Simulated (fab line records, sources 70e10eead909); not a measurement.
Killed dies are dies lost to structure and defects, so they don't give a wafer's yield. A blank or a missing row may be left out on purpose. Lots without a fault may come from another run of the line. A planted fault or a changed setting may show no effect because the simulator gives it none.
Chamber matching | flow nand_harc | NHARC_A_STAIRCASE_ALD_420 on ald_hk-01: 4 sister chambers
The step deposits SiO2, target thk 20 nm, pulse time 6 s, ald cycles 200. 20 wafers are shown with their chamber, then 10 later ones without.

WAFERS WITH THEIR CHAMBER
wafer  | chamber | heater_power_w (W) | precursor_pulse_height_rel
L074.2 | 0       | 614                | 1.011
L074.3 | 2       | 477                | 0.972
L074.6 | 1       | 546                | 1.027
L076.2 | 2       | 487                | 1.035
L076.3 | 0       | 622                | 0.987
L076.6 | 1       | 562                | 1.002
L079.1 | 1       | 548                | 1.003
L079.4 | 3       | 532                | 1.020
L079.5 | 1       | 548                | 0.968
L080.1 | 1       | 543                | 0.972
L080.2 | 0       | 616                | 0.975
L080.4 | 2       | 475                | 1.002
L083.3 | 2       | 479                | 1.031
L083.5 | 0       | 632                | 0.980
L083.6 | 1       | 492                | 0.998
L085.2 | 2       | 496                | 1.003
L085.4 | 0       | 628                | 1.011
L085.5 | 3       | 513                | 1.023
L087.1 | 3       | 542                | 0.988
L087.5 | 0       | 642                | 0.994

SIGNATURES (means of the wafers above)
reading                    | chamber 0 | chamber 1 | chamber 2 | chamber 3 | scatter within a chamber
heater_power_w             | 625.67    | 539.83    | 482.80    | 529.00    | 16.3
precursor_pulse_height_rel | 0.99300   | 0.99500   | 1.00860   | 1.01033   | 0.0208
Rule: a wafer's distance from a chamber is the root of the sum, over the readings, of the square of ((its reading less the chamber's mean) divided by the reading's scatter). The wafer belongs to the nearest chamber; if the next one is less than 2 further off, it can't be placed. The scatter: the root of (the sum of the squares of (reading less its chamber's mean) over the shown wafers, divided by (wafers less chambers)).

WAFERS WITHOUT THEIR CHAMBER
wafer  | heater_power_w (W) | precursor_pulse_height_rel
L087.6 | 523                | 1.019
L087.2 | 494                | 0.995
L087.3 | 650                | 1.003
L087.4 | 515                | 0.993
L088.2 | 635                | 0.989
L088.3 | 531                | 0.968
L088.6 | 542                | 0.995
L093.1 | 662                | 1.020
L093.2 | 550                | 0.977
L093.4 | 485                | 0.975

WHICH CHAMBER EACH WENT THROUGH
wafer  | from the rows above          | in truth
L087.6 | can't be placed: 3 or 1 or 2 | 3
L087.2 | can't be placed: 2 or 3 or 1 | 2
L087.3 | 0                            | 0
L087.4 | can't be placed: 3 or 1 or 2 | 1
L088.2 | 0                            | 0
L088.3 | can't be placed: 1 or 3      | 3
L088.6 | can't be placed: 1 or 3      | 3
L093.1 | 0                            | 0
L093.2 | can't be placed: 1 or 3      | 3
L093.4 | can't be placed: 2 or 3 or 1 | 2
Placed correctly: 3 of 10. Can't be placed from these rows: 7 (the true chamber is among the candidates in 7). Placed wrongly: 0.
